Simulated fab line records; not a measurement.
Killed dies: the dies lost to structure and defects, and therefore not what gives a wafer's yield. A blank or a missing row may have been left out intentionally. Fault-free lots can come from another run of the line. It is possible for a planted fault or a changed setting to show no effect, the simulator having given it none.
fab line records	flow n5-finfet
record: lots: 7	wafers: 39
route steps=1938 shown WELL_APT@55 DUMMY_GATE@228 SD_EPI_N@293 HKMG_FIN@442 GATE_CUT@469 MOL_CONTACT_COAG@531 BEOL_M4@1111
start-h: hours from the record's first day to the start of the lot's first wafer shown	wait-h: hours from the lot's prior step to this one	" the same as in the row above	L1.1+2: one row covering several wafers at once	- no value present, or no start provided	* or withheld: withheld	< > ~ a bound
route shown NAME@n: a module of which the file shows steps, and the number in the route of the first	usual: the fault-free wafers' mean and standard deviation	same: alike in all rows	chamber/n: place in a boat	sites: readings site by site	_std_site: standard deviation across them	_edge_site: the outer-site mean with the inner-site mean subtracted	radius-mm: for every site, how far away it sits from the centre of the wafer	mask NAME#n: copy n	behind: the last tool/chamber to shape the wafer	hold: the reason the lot was held/the length of the hold in hours/how it ended	device: transistor that didn't switch, given as n, p or np	end of line: the route-end tests of the same wafers	where a step has no rows: the recipe by itself	killed: count of dies lost to structure and defects at first sort (not the wafer's yield)	map: a wafer's dies, x killed, . not, _ none there
set.NAME: the setting as run; set.NAME@STEP: as run at that earlier step	model.NAME: the simulator's own value behind a step, which no gauge read
one table per step and one row per wafer, for lots whose settings were changed on purpose
== steps ==
step: N5_WELL_APT_EPI_41
recipe: material: Si	target-thk-a: 500	temp-c: 650	precursor: SiH4/H2	pressure-torr: 20	time-s: 297.7
step: N5_DUMMY_GATE_EXPOSE_12
recipe: mask-id: GATE	na: 0.33	source-shape: annular	sigma-inner: 0.2	sigma-outer: 0.6	polarization: unpolarized	target-cd-nm: 25	dose-mj: 34
step: N5_DUMMY_GATE_ETCH_37
recipe: chemistry: N2/H2	target: SOC	target-depth-a: 600	overetch-a: 300	temp-c: 40	ion-energy-ev: 200	pressure-mtorr: 30	source-w: 840	bias-w: 150	n2-flow-sccm: 200	h2-flow-sccm: 200
step: N5_DUMMY_GATE_ETCH_42
recipe: chemistry: CHF3/O2	target: SiO2	target-depth-a: 35	time-s: 31	ion-energy-ev: 30	bias-w: 12	pressure-mtorr: 30	source-w: 600	Ar_flow_sccm: 200	CHF3_flow_sccm: 50	O2_flow_sccm: 5
step: N5_SD_EPI_N_LINER_46
recipe: material: SiNx	target-thk-a: 30	temp-c: 400	ald-precursor-family: SiH2I2	ald-co-reactant: N2/H2-plasma	pressure-torr: 2
step: N5_HKMG_FIN_ALD_91
recipe: material: TiN	target-thk-a: 10	temp-c: 400	ald-precursor-family: TiCl4	ald-co-reactant: NH3	pulse-time-s: 1	purge-time-s: 3	co-reactant-purge-time-s: 2	co-reactant-pulse-time-s: 2	ald-cycles: 47	pressure-torr: 3
step: N5_GATE_CUT_ETCH_58
recipe: chemistry: CH3F/O2	target: SiNx	target-depth-a: 170	time-s: 128.6	ion-energy-ev: 50	pressure-mtorr: 30	source-w: 415	bias-w: 21	Ar_flow_sccm: 150	CH3F_flow_sccm: 30	O2_flow_sccm: 20
step: N5_MOL_CONTACT_COAG_ETCH_105
recipe: chemistry: CF4	target: SiARC	target-depth-a: 156	mask-material: CAR-EUV	time-s: 26	ion-energy-ev: 80	pressure-mtorr: 40	source-w: 545	bias-w: 36	Ar_flow_sccm: 100	cf4-flow-sccm: 100	ends: cleared
step: N5_MOL_CONTACT_COAG_ALD_20
recipe: material: TiN	target-thk-a: 15	temp-c: 400	ald-precursor-family: TiCl4	ald-co-reactant: NH3	pulse-time-s: 1	purge-time-s: 3	co-reactant-purge-time-s: 2	co-reactant-pulse-time-s: 2	ald-cycles: 68	pressure-torr: 3
step: N5_BEOL_M4_RC_MEAS_101
usual: CJ_N: 4.37/0.084	DIBL_N: 35.7/1.5	DIBL_P: 35.7/2	IOFF_N_85C: 3.0/0.43	IOFF_N_LIN: 0.072/0.0099	IOFF_N_LONG: 5.53e-05/2.5e-06	REXT_P: 100.8/2.2	VT_N_LONG: 275.1/2.2	VT_N_LVT: 97/3.3
lot.wafer	tool	chamber	start-h	wait-h	set.target-thk-a@WELL_APT_EPI_41	set.dose-mj@DUMMY_GATE_EXPOSE_12	set.source-w@DUMMY_GATE_ETCH_37	set.bias-w@DUMMY_GATE_ETCH_42	set.target-thk-a@SD_EPI_N_LINER_46	set.temp-c@HKMG_FIN_ALD_91	set.bias-w@GATE_CUT_ETCH_58	set.bias-w@MOL_CONTACT_COAG_ETCH_105	set.temp-c@MOL_CONTACT_COAG_ALD_20	CJ_N	DIBL_N[mV/V]	DIBL_P[mV/V]	IOFF_N_85C[nA/um]	IOFF_N_LIN[nA/um]	IOFF_N_LONG[nA/um]	REXT_P[ohm.um]	VT_N_LONG[mV]	VT_N_LVT[mV]
L075.1	prober-01	0	185.28	0.0	500	34	840	13.2	30	394.6	21	36	400	4.39	37.9	38.4	4.3	0.101	6.14e-05	103.2	271.5	88
L075.2	"	0	"	"	500	34	840	13.2	30	400	21	36	400	4.36	35.0	33.7	2.8	0.065	5.76e-05	104.6	275.2	98
L075.3	"	0	"	"	500	34	840	12	32	400	23.05	36	390.5	4.38	37.5	36.3	3.5	0.081	5.63e-05	106.5	276.7	94
L075.4	"	0	"	"	500	34	840	13.2	32	394.6	23.05	38.26	400	4.31	35.9	35.4	3.5	0.085	5.96e-05	104.9	272.2	91
L075.5	"	0	"	"	500	34	840	12	32	400	21	38.26	390.5	4.39	38.3	37.7	3.9	0.090	5.65e-05	106.0	276.5	93
L075.6	"	0	"	"	500	34	840	12	30	394.6	23.05	38.26	390.5	4.43	37.4	37.2	3.6	0.084	6.01e-05	102.7	272.6	95
L079.1	prober-01	0	198.41	0.0	465.1	35.33	840	12	32.25	400	24.53	33.62	400	4.63	34.8	34.6	2.9	0.068	5.66e-05	103.7	275.3	98
L079.2	"	0	"	"	500	35.33	693	12	32.25	400	21	36	400	4.49	38.8	36.5	3.9	0.082	5.57e-05	105.9	279.9	96
L079.3	"	0	"	"	465.1	34	840	12	30	413.4	21	33.62	400	4.69	30.7	30.9	1.7	0.040	4.94e-05	101.0	281.5	107
L079.4	"	0	"	"	465.1	34	693	14.02	30	400	24.53	36	400	4.77	33.5	33.2	2.6	0.063	5.74e-05	101.4	277.7	98
L079.5	"	0	"	"	500	34	693	14.02	32.25	413.4	21	33.62	400	4.35	33.9	33.4	2.4	0.057	4.84e-05	104.0	281.0	101
L079.6	"	0	"	"	500	35.33	840	14.02	30	413.4	24.53	36	400	4.52	37.8	37.9	3.2	0.069	5.04e-05	101.5	282.7	101
L082.1	prober-01	0	225.57	0.7	500	34	774.3	12	30	400	17.2	36	400	4.38	36.0	34.9	2.9	0.068	4.98e-05	102.7	278.6	100
L082.2	"	0	"	"	516.7	36.18	774.3	12	26.22	393.6	21	36	400	4.32	38.4	39.1	3.8	0.090	5.43e-05	97.1	273.8	96
L082.3	"	0	"	"	516.7	36.18	840	12	26.22	400	17.2	42.91	392.8	4.14	39.6	40.9	3.5	0.082	4.97e-05	97.4	279.3	102
L082.4	"	0	"	"	516.7	34	774.3	12	30	393.6	17.2	42.91	392.8	4.32	36.7	34.5	3.2	0.069	5.3e-05	100.8	276.0	101
L082.5	"	0	"	"	500	36.18	840	12	30	393.6	21	36	392.8	4.51	40.8	39.5	4.5	0.098	5.5e-05	101.7	276.8	97
L082.6	"	0	"	"	500	34	840	12	26.22	400	21	42.91	400	4.32	35.2	35.9	2.5	0.060	5.01e-05	97.5	281.8	105
L089.1	prober-02	0	260.39	0.0	488.7	32.45	840	14.21	30	400	21	33.39	400	4.45	34.3	33.5	2.4	0.056	5.56e-05	100.1	273.5	100
L089.2	"	0	"	"	488.7	34	840	12	30	415.4	21	36	400	4.36	35.9	36.7	2.4	0.055	4.91e-05	101.4	281.0	105
L089.3	"	0	"	"	488.7	34	840	14.21	30	415.4	22.48	33.39	415.3	4.35	36.6	37.2	2.6	0.059	4.86e-05	101.2	280.8	102
L089.4	"	0	"	"	500	32.45	840	12	30	415.4	22.48	33.39	415.3	4.36	34.0	33.9	2.1	0.049	4.88e-05	100.3	282.0	104
L089.5	"	0	"	"	500	32.45	840	14.21	30	400	22.48	36	400	4.37	35.2	35.1	2.6	0.062	5.59e-05	101.2	273.3	99
L089.6	"	0	"	"	500	34	840	12	30	400	21	36	415.3	4.20	36.4	36.6	3.0	0.070	5.57e-05	101.3	274.0	97
L091.1	prober-01	0	267.55	0.0	500	34	840	12	30	400	21	36	417.2	4.18	35.5	36.5	3.3	0.079	5.49e-05	101.5	273.4	95
L091.2	"	0	"	"	514.7	34	840	12	30	409.4	18.71	38.1	417.2	4.09	35.5	36.0	2.7	0.063	4.94e-05	100.7	277.8	102
L091.3	"	0	"	"	500	34	905.3	12	30	400	21	38.1	400	4.36	36.0	36.4	3.2	0.078	5.68e-05	101.6	273.5	97
L091.4	"	0	"	"	514.7	35.84	905.3	12	30	409.4	21	36	400	4.13	41.0	43.7	4.8	0.108	4.95e-05	99.5	277.7	94
L091.5	"	0	"	"	500	35.84	905.3	12	30	409.4	18.71	38.1	417.2	4.23	39.1	41.4	3.9	0.091	5.05e-05	101.0	277.6	95
L091.6	"	0	"	"	514.7	35.84	840	12	30	400	18.71	36	400	4.09	38.5	39.3	3.8	0.086	5.42e-05	99.5	275.0	97
L088.1	prober-02	0	267.64	0.0	500	31.94	729.5	12	30	400	22.28	36	400	4.41	30.3	30.1	1.9	0.051	5.69e-05	102.0	273.8	100
L088.2	"	0	"	"	500	31.94	840	12	33.74	400	21	38.67	414.7	4.40	32.4	30.7	2.3	0.058	5.7e-05	108.0	272.4	99
L088.3	"	0	"	"	468.8	31.94	729.5	12.87	33.74	400	21	36	414.7	4.56	32.1	31.4	2.3	0.059	5.63e-05	106.0	275.1	98
L088.4	"	0	"	"	500	34	840	12.87	30	400	21	38.67	400	4.40	35.6	35.3	2.9	0.073	5.72e-05	101.5	272.4	96
L088.5	"	0	"	"	468.8	34	840	12.87	33.74	400	22.28	38.67	400	4.59	35.2	34.8	2.8	0.071	5.67e-05	106.8	276.1	97
L088.6	"	0	"	"	468.8	34	729.5	12	30	400	22.28	36	414.7	4.68	35.4	36.4	2.9	0.074	5.79e-05	102.0	275.2	97
L090.3	prober-01	0	278.04	0.3	500	34	840	12	30	400	21	36	400	4.38	37.4	37.0	3.4	0.079	5.75e-05	103.2	273.5	96
L090.4	"	0	"	"	500	34	840	12	30	400	21	36	400	4.45	37.9	36.8	3.4	0.078	5.71e-05	102.7	276.6	95
L090.6	"	0	"	"	500	34	840	12	30	400	21	36	400	4.33	35.7	34.8	2.9	0.071	5.68e-05	102.8	274.3	96
== key ==
split: step: N5_WELL_APT_EPI_41	setting: target-thk-a	stated-as: 500
response: step: N5_BEOL_M4_RC_MEAS_101	reading: CJ_N	slope: -0.0339	per: 1%	together-with: all	explained: 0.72
split: step: N5_DUMMY_GATE_EXPOSE_12	setting: dose-mj	stated-as: 34
response: step: N5_BEOL_M4_RC_MEAS_101	reading: DIBL_N	slope: +0.698	per: 1%	together-with: all	explained: 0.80
response: step: N5_BEOL_M4_RC_MEAS_101	reading: DIBL_P	slope: +0.819	per: 1%	together-with: all	explained: 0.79
response: step: N5_BEOL_M4_RC_MEAS_101	reading: IOFF_N_85C	slope: +0.167	per: 1%	together-with: all	explained: 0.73
response: step: N5_BEOL_M4_RC_MEAS_101	reading: IOFF_N_LIN	slope: +0.00357	per: 1%	together-with: all	explained: 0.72
split: step: N5_DUMMY_GATE_ETCH_37	setting: source-w	stated-as: 840
response none clear
split: step: N5_DUMMY_GATE_ETCH_42	setting: bias-w	stated-as: 12
response none clear
split: step: N5_SD_EPI_N_LINER_46	setting: target-thk-a	stated-as: 30
response: step: N5_BEOL_M4_RC_MEAS_101	reading: REXT_P	slope: +0.384	per: 1%	together-with: all	explained: 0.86
split: step: N5_HKMG_FIN_ALD_91	setting: temp-c	stated-as: 400
response: step: N5_BEOL_M4_RC_MEAS_101	reading: IOFF_N_LONG	slope: -2.1e-06	per: 1%	together-with: all	explained: 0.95
response: step: N5_BEOL_M4_RC_MEAS_101	reading: VT_N_LONG	slope: +2.02	per: 1%	together-with: all	explained: 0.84
response: step: N5_BEOL_M4_RC_MEAS_101	reading: VT_N_LVT	slope: +1.43	per: 1%	together-with: all	explained: 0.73
split: step: N5_GATE_CUT_ETCH_58	setting: bias-w	stated-as: 21
response none clear
split: step: N5_MOL_CONTACT_COAG_ETCH_105	setting: bias-w	stated-as: 36
response none clear
split: step: N5_MOL_CONTACT_COAG_ALD_20	setting: temp-c	stated-as: 400
response none clear
